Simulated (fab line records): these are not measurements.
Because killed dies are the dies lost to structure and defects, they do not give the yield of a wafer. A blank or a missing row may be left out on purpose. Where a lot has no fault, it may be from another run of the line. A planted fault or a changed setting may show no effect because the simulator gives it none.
fab line records    flow n5-finfet    part 2 of 2: steps 4 to 6 of 6
[record] lots = 21  wafers = 63  last-day = 19
route steps=1938 shown MOL_CONTACT_COAG@578 BEOL_M0_SAQP@633
lots that met no fault: taken from a fault-free run of the same line
start-h: hours from the record's opening day to when the first of the lot's shown wafers began    wait-h: hours since the lot's step before    " repeats the value in the row above    L1.1+2: one row covering several wafers at once    - value missing, or start not given    * or withheld: withheld    < > ~ a bound
route shown NAME@n: names a module that has steps shown in the file, with the first one's number in the route    usual: mean/standard deviation of fault-free wafers    same: alike in all rows    chamber/n: place in a boat    sites: the reading at each site    _std_site: standard deviation of those values    _edge_site: outer sites' mean less inner sites'    radius-mm: for every site, how far away it sits from the centre of the wafer    mask NAME#n: copy n    behind: the most recent tool/chamber to have shaped the wafer    hold: why the lot went on hold/how many hours it stayed there/how the hold came to an end    device: transistor that didn't switch, given as n, p or np    end of line: the same wafers' tests at the end of the route    a step with no rows: only its recipe    killed: dies lost to structure and defects at the first sort, not the wafer's yield    map: shows each die of a wafer: x if killed, . if not, _ if none is there
set.NAME: the setting as run; set.NAME@STEP: as run at that earlier step    model.NAME: the simulator's own value behind a step, which no gauge read
the route's steps for a sample of lots (tables are steps, rows are wafers)
services: a tool's chamber out of use, with start hour (start-h, from the record's first day; less than 0 if before it), hours out, and reason
[[steps]]
[step N5_MOL_CONTACT_COAG_ETCH_66]
[recipe] chemistry = CF4  target = SiARC  target-depth-a = 130  mask-material = CAR-EUV  time-s = 21.7  ion-energy-ev = 80  pressure-mtorr = 40  source-w = 545  bias-w = 36  Ar_flow_sccm = 100  cf4-flow-sccm = 100  ends = cleared
[usual] drypump-motor-current-A = 5.7/0.54  etch-rf-on-time-s = 21.7/0.39  oes-product-au = 0.67/0.069  rf-vpp-V = 184.0/1.2  showerhead-plenum-p-Torr = 2.14/0.074  throttle-valve-pct = 15.60/0.22
lot.wafer  tool         chamber  start-h  wait-h  drypump-motor-current-A  etch-rf-on-time-s  oes-product-au  rf-hours-counter-h  rf-vpp-V  showerhead-plenum-p-Torr  throttle-valve-pct
L074.1     rie-diel-04  0        104.43   0.0     5.0                      21.7               0.72            70                  184.4     2.08                      15.55
L074.3     "            3        "        "       5.8                      21.9               0.62            165                 184.1     2.15                      15.52
L074.5     "            3        "        "       5.8                      22.0               0.62            -                   184.2     2.15                      15.54
L075.1     rie-diel-06  3        109.47   0.0     5.0                      20.8               0.87            3                   185.6     2.29                      15.70
L075.4     "            1        "        "       5.9                      21.2               0.82            12                  185.2     2.29                      15.44
L075.6     "            1        "        "       5.9                      21.1               0.83            -                   186.0     2.29                      15.43
L076.2     rie-diel-04  3        115.40   0.0     5.8                      21.9               0.62            168                 183.9     2.15                      15.53
L076.3     "            2        "        "       6.8                      22.2               0.59            199                 183.7     2.12                      16.00
L076.6     "            0        "        "       5.0                      21.5               0.72            -                   182.3     2.08                      15.56
L078.1     rie-diel-03  2        128.06   0.0     5.6                      22.4               0.74            52                  184.5     2.08                      15.61
L078.3     "            0        "        "       5.1                      21.8               0.69            87                  184.5     2.25                      15.62
L078.6     "            3        "        "       5.7                      21.5               0.71            -                   183.9     2.08                      15.33
L079.2     rie-diel-04  3        130.74   0.0     5.8                      21.9               0.61            173                 183.0     2.14                      15.54
L079.3     "            0        "        "       5.0                      21.8               0.71            77                  183.8     2.08                      15.55
L079.5     "            1        "        "       5.7                      21.5               0.66            -                   182.9     2.06                      15.35
L080.1     rie-diel-04  0        135.70   0.0     4.9                      22.0               0.70            79                  184.0     2.08                      15.55
L080.3     "            3        "        "       5.8                      22.0               0.61            174                 183.9     2.14                      15.55
L080.4     "            2        "        "       6.8                      22.4               0.59            205                 182.8     2.12                      16.03
L081.1     rie-diel-04  2        139.94   0.0     6.8                      21.9               0.59            206                 184.1     2.12                      16.02
L081.4     "            3        "        "       5.8                      21.8               0.60            175                 183.9     2.14                      15.56
L081.6     "            3        "        "       5.8                      21.8               0.61            -                   184.0     2.14                      15.55
L082.1     rie-diel-04  0        149.46   0.0     4.9                      21.8               0.71            83                  184.3     2.08                      15.56
L082.3     "            3        "        "       5.8                      21.6               0.61            178                 183.8     2.14                      15.57
L082.6     "            3        "        "       5.8                      21.6               0.62            -                   183.7     2.14                      15.54
L083.1     rie-diel-03  3        155.84   0.0     5.7                      21.2               0.71            84                  182.1     2.07                      15.35
L083.2     "            2        "        "       5.6                      21.9               0.73            62                  183.6     2.08                      15.63
L083.3     "            0        "        "       5.2                      21.8               0.68            96                  185.2     2.24                      15.63
L084.3     rie-diel-04  2        162.50   0.0     6.8                      22.3               0.58            209                 183.4     2.12                      16.05
L084.4     "            1        "        "       5.7                      21.6               0.65            170                 183.4     2.05                      15.36
L084.6     "            0        "        "       4.9                      21.9               0.70            -                   182.1     2.08                      15.56
L085.3     rie-diel-03  3        171.14   0.0     5.7                      21.4               0.70            90                  183.1     2.07                      15.36
L085.5     "            0        "        "       5.2                      21.7               0.68            -                   185.6     2.24                      15.64
L085.6     "            1        "        "       6.3                      21.5               0.69            -                   185.8     2.17                      15.31
L086.1     rie-diel-03  2        173.59   0.0     5.6                      22.0               0.72            68                  183.3     2.08                      15.62
L086.4     "            1        "        "       6.3                      21.4               0.69            95                  183.8     2.17                      15.32
L086.5     "            0        "        "       5.2                      21.7               0.67            -                   185.8     2.24                      15.64
L087.1     rie-diel-04  0        173.65   0.0     4.9                      22.0               0.70            91                  181.6     2.08                      15.59
L087.4     "            3        "        "       5.8                      22.1               0.60            185                 183.8     2.14                      15.57
L087.5     "            3        "        "       5.8                      22.1               0.60            -                   184.5     2.14                      15.57
L088.3     rie-diel-06  1        190.88   0.0     5.9                      21.3               0.77            39                  186.3     2.28                      15.49
L088.5     "            2        "        "       5.4                      21.3               0.59            -                   185.2     2.19                      15.87
L088.6     "            1        "        "       5.9                      21.2               0.77            -                   186.0     2.28                      15.49
L089.2     rie-diel-04  0        192.61   0.0     5.0                      21.7               0.70            97                  183.0     2.07                      15.59
L089.3     "            1        "        "       5.7                      21.7               0.64            180                 183.1     2.05                      15.39
L089.5     "            0        "        "       4.9                      21.8               0.70            -                   183.4     2.07                      15.60
L090.1     rie-diel-03  1        202.03   0.0     6.3                      21.9               0.67            105                 184.4     2.16                      15.35
L090.3     "            2        "        "       5.6                      22.1               0.71            79                  183.6     2.07                      15.66
L090.6     "            1        "        "       6.3                      21.9               0.68            -                   184.3     2.16                      15.32
L093.1     rie-diel-06  2        213.42   0.0     5.4                      21.0               0.60            252                 183.8     2.19                      15.87
L093.3     "            3        "        "       4.9                      21.3               0.79            35                  184.2     2.28                      15.77
L093.5     "            2        "        "       5.4                      21.0               0.59            -                   185.3     2.19                      15.86
L094.3     rie-diel-03  3        225.38   0.0     5.7                      21.7               0.68            110                 182.6     2.07                      15.42
L094.5     "            3        "        "       5.7                      21.6               0.69            -                   182.6     2.07                      15.38
L094.6     "            2        "        "       5.6                      22.3               0.70            -                   183.2     2.07                      15.69
L095.2     rie-diel-06  1        226.05   0.0     5.9                      21.2               0.76            52                  185.7     2.27                      15.50
L095.4     "            1        "        "       5.9                      21.1               0.76            -                   184.8     2.28                      15.51
L095.5     "            0        "        "       5.2                      21.9               0.75            -                   183.8     2.18                      15.48
L096.3     rie-diel-04  1        230.83   0.0     5.8                      21.7               0.63            192                 182.6     2.05                      15.41
L096.4     "            3        "        "       5.8                      22.1               0.59            204                 184.6     2.13                      15.60
L096.5     "            3        "        "       5.8                      22.2               0.59            -                   182.5     2.13                      15.61
L097.1     rie-diel-04  1        236.47   0.0     5.8                      21.9               0.63            194                 182.5     2.05                      15.43
L097.3     "            3        "        "       5.8                      22.0               0.59            206                 184.0     2.13                      15.60
L097.4     "            0        "        "       5.0                      21.7               0.69            111                 184.8     2.07                      15.63
[step N5_MOL_CONTACT_COAG_CD_MEAS_101]
[recipe] target-cd-nm = 16
[usual] cd-nm = 16.0/0.34
lot.wafer  tool       chamber  start-h  wait-h  cd-nm
L074.1     cd-sem-02  -        105.47   0.0     15.9
L074.3     "          -        "        "       16.8
L074.5     "          -        "        "       16.4
L075.1     cd-sem-01  -        110.59   0.0     16.4
L075.4     "          -        "        "       15.7
L075.6     "          -        "        "       16.6
L076.2     cd-sem-03  -        116.17   0.0     15.9
L076.3     "          -        "        "       16.2
L076.6     "          -        "        "       15.9
L078.1     cd-sem-02  -        128.86   0.0     16.1
L078.3     "          -        "        "       16.1
L078.6     "          -        "        "       15.8
L079.2     cd-sem-03  -        131.61   0.0     15.5
L079.3     "          -        "        "       16.2
L079.5     "          -        "        "       15.7
L080.1     cd-sem-01  -        136.47   0.0     16.3
L080.3     "          -        "        "       16.2
L080.4     "          -        "        "       15.4
L081.1     cd-sem-03  -        140.79   0.0     16.1
L081.4     "          -        "        "       16.2
L081.6     "          -        "        "       15.9
L082.1     cd-sem-03  -        150.23   0.0     15.9
L082.3     "          -        "        "       16.6
L082.6     "          -        "        "       16.7
L083.1     cd-sem-01  -        156.61   0.0     15.5
L083.2     "          -        "        "       15.8
L083.3     "          -        "        "       15.7
L084.3     cd-sem-01  -        163.27   0.0     16.2
L084.4     "          -        "        "       16.2
L084.6     "          -        "        "       16.0
L085.3     cd-sem-01  -        171.94   0.0     16.5
L085.5     "          -        "        "       16.0
L085.6     "          -        "        "       16.0
L086.1     cd-sem-03  -        174.68   0.0     15.8
L086.4     "          -        "        "       15.8
L086.5     "          -        "        "       16.0
L087.1     cd-sem-03  -        175.30   0.0     16.6
L087.4     "          -        "        "       16.3
L087.5     "          -        "        "       15.9
L088.3     cd-sem-02  -        191.73   0.0     15.9
L088.5     "          -        "        "       16.2
L088.6     "          -        "        "       16.0
L089.2     cd-sem-01  -        193.38   0.0     15.9
L089.3     "          -        "        "       16.1
L089.5     "          -        "        "       16.2
L090.1     cd-sem-03  -        203.13   0.0     16.2
L090.3     "          -        "        "       15.8
L090.6     "          -        "        "       16.4
L093.1     cd-sem-02  -        214.22   0.0     15.7
L093.3     "          -        "        "       16.0
L093.5     "          -        "        "       15.2
L094.3     cd-sem-02  -        226.15   0.0     16.2
L094.5     "          -        "        "       16.0
L094.6     "          -        "        "       16.1
L095.2     cd-sem-01  -        226.86   0.0     15.3
L095.4     "          -        "        "       15.3
L095.5     "          -        "        "       15.6
L096.3     cd-sem-03  -        231.73   0.0     16.2
L096.4     "          -        "        "       16.7
L096.5     "          -        "        "       16.2
L097.1     cd-sem-03  -        237.24   0.0     16.3
L097.3     "          -        "        "       16.5
L097.4     "          -        "        "       16.1
[step N5_BEOL_M0_SAQP_ILD_DEP_01]
[recipe] material = SiOC  target-thk-a = 454.19  temp-c = 350  precursor = DEMS/O2  pressure-torr = 5  rf-w = 500  time-s = 8.7
[usual] chamber-pressure-Torr = 5.001/0.011  heater-power-w = 565/89  showerhead-plenum-p-Torr = 5.699/0.021  throttle-valve-pct = 12.3/1.3
lot.wafer  tool      chamber  start-h  wait-h  chamber-pressure-Torr  heater-power-w  showerhead-plenum-p-Torr  throttle-valve-pct
L074.1     pecvd-03  0        109.63   0.0     5.009                  474             5.688                     14.5
L074.3     "         1        "        "       5.019                  575             5.720                     12.7
L074.5     "         1        "        "       5.005                  562             5.715                     12.4
L075.1     pecvd-03  1        114.76   0.0     5.001                  601             5.717                     12.4
L075.4     "         2        "        "       4.985                  605             5.708                     10.7
L075.6     "         1        "        "       4.995                  594             5.717                     12.6
L076.2     pecvd-02  1        120.32   0.0     5.006                  479             5.701                     11.9
L076.3     "         2        "        "       4.991                  679             5.665                     13.0
L076.6     "         2        "        "       4.982                  671             5.671                     12.7
L078.1     pecvd-02  0        133.03   0.0     4.977                  565             5.654                     11.0
L078.3     "         2        "        "       5.010                  665             5.683                     12.8
L078.6     "         1        "        "       4.998                  485             5.711                     12.1
L079.2     pecvd-02  0        136.04   0.0     4.984                  559             5.661                     11.1
L079.3     "         2        "        "       4.999                  725             5.680                     13.0
L079.5     "         2        "        "       5.006                  714             5.680                     12.9
L080.1     pecvd-03  1        140.63   0.0     5.004                  511             5.713                     12.4
L080.3     "         0        "        "       5.013                  490             5.668                     14.6
L080.4     "         0        "        "       5.004                  480             5.666                     14.5
L081.1     pecvd-03  1        144.97   0.0     5.003                  587             5.724                     13.0
L081.4     "         0        "        "       5.018                  500             5.683                     14.4
L081.6     "         1        "        "       5.021                  590             5.713                     12.8
L082.1     pecvd-01  2        154.41   0.0     4.998                  664             5.683                     11.3
L082.3     "         2        "        "       4.999                  669             5.698                     11.0
L082.6     "         1        "        "       5.003                  415             5.722                     12.1
L083.1     pecvd-03  0        160.77   0.0     4.997                  536             5.667                     14.4
L083.2     "         2        "        "       5.017                  671             5.711                     10.9
L083.3     "         1        "        "       4.992                  584             5.726                     12.4
L084.3     pecvd-03  2        167.42   0.0     4.994                  648             5.720                     10.6
L084.4     "         2        "        "       4.984                  653             5.724                     10.8
L084.6     "         0        "        "       4.989                  513             5.702                     14.3
L085.3     pecvd-03  0        176.10   0.0     4.994                  494             5.689                     14.4
L085.5     "         1        "        "       5.012                  580             5.723                     12.7
L085.6     "         2        "        "       5.009                  664             5.703                     10.6
L086.1     pecvd-03  2        179.10   0.0     5.006                  659             5.703                     11.1
L086.4     "         0        "        "       5.009                  606             5.686                     14.6
L086.5     "         1        "        "       4.984                  556             5.715                     12.7
L087.1     pecvd-02  2        182.10   0.0     5.017                  617             5.683                     12.8
L087.4     "         0        "        "       5.016                  598             5.670                     11.0
L087.5     "         2        "        "       5.011                  622             5.678                     13.0
L088.3     pecvd-02  2        195.96   0.0     5.002                  687             5.680                     13.1
L088.5     "         1        "        "       5.020                  416             5.695                     12.2
L088.6     "         2        "        "       4.981                  672             5.670                     12.8
L089.2     pecvd-03  2        198.94   0.0     5.005                  656             5.724                     10.7
L089.3     "         1        "        "       5.004                  503             5.723                     12.6
L089.5     "         0        "        "       4.994                  582             5.688                     14.4
L090.1     pecvd-03  0        207.30   0.0     5.012                  571             5.682                     14.5
L090.3     "         2        "        "       5.011                  650             5.721                     10.7
L090.6     "         2        "        "       5.012                  657             5.716                     11.0
L093.1     pecvd-03  2        220.64   0.0     5.001                  631             5.704                     10.7
L093.3     "         1        "        "       5.013                  552             5.733                     12.8
L093.5     "         1        "        "       5.005                  576             5.719                     12.4
L094.3     pecvd-01  0        230.32   0.0     5.004                  541             5.717                     11.3
L094.5     "         0        "        "       4.981                  531             5.720                     11.2
L094.6     "         1        "        "       5.008                  351             5.706                     12.2
L095.2     pecvd-01  2        233.31   0.0     4.977                  685             5.687                     11.1
L095.4     "         1        "        "       5.016                  423             5.714                     12.3
L095.5     "         0        "        "       4.996                  525             5.721                     11.3
L096.3     pecvd-02  0        236.35   0.0     4.984                  610             5.661                     11.5
L096.4     "         1        "        "       5.017                  390             5.692                     12.5
L096.5     "         0        "        "       5.004                  621             5.666                     11.3
L097.1     pecvd-02  0        246.37   0.0     4.979                  485             5.666                     11.2
L097.3     "         1        "        "       5.003                  400             5.715                     12.1
L097.4     "         0        "        "       5.003                  496             5.645                     11.0
[[services]]
tool         chamber  start-h  hours  kind
pecvd-02     2        103.80   5.5    scheduled-down
pecvd-02     -        108.77   0.9    repair
rie-diel-06  0        112.78   -      clean
rie-diel-06  0        112.78   -      consumable-replace:focus-ring
rie-diel-06  0        112.78   17.8   scheduled-down
rie-diel-06  0        112.78   17.8   vent-cycle
pecvd-02     1        133.93   2.1    scheduled-down
pecvd-03     1        140.91   3.5    repair
rie-diel-04  2        142.43   9.2    repair
pecvd-01     -        142.64   2.8    pm
pecvd-01     0        152.59   28.6   repair
rie-diel-04  3        166.11   2.1    repair
pecvd-01     -        188.11   1.8    repair
pecvd-02     0        192.78   19.7   repair
rie-diel-06  -        202.66   1.0    repair
pecvd-01     0        206.51   20.5   repair
pecvd-02     2        212.45   -      clean
pecvd-02     2        212.45   -      consumable-replace:showerhead
pecvd-02     2        212.45   29.0   scheduled-down
rie-diel-06  2        215.81   -      clean
rie-diel-06  2        215.81   -      consumable-replace:focus-ring
rie-diel-06  2        215.81   15.1   scheduled-down
rie-diel-06  2        215.81   15.1   vent-cycle
pecvd-03     0        225.67   2.2    repair
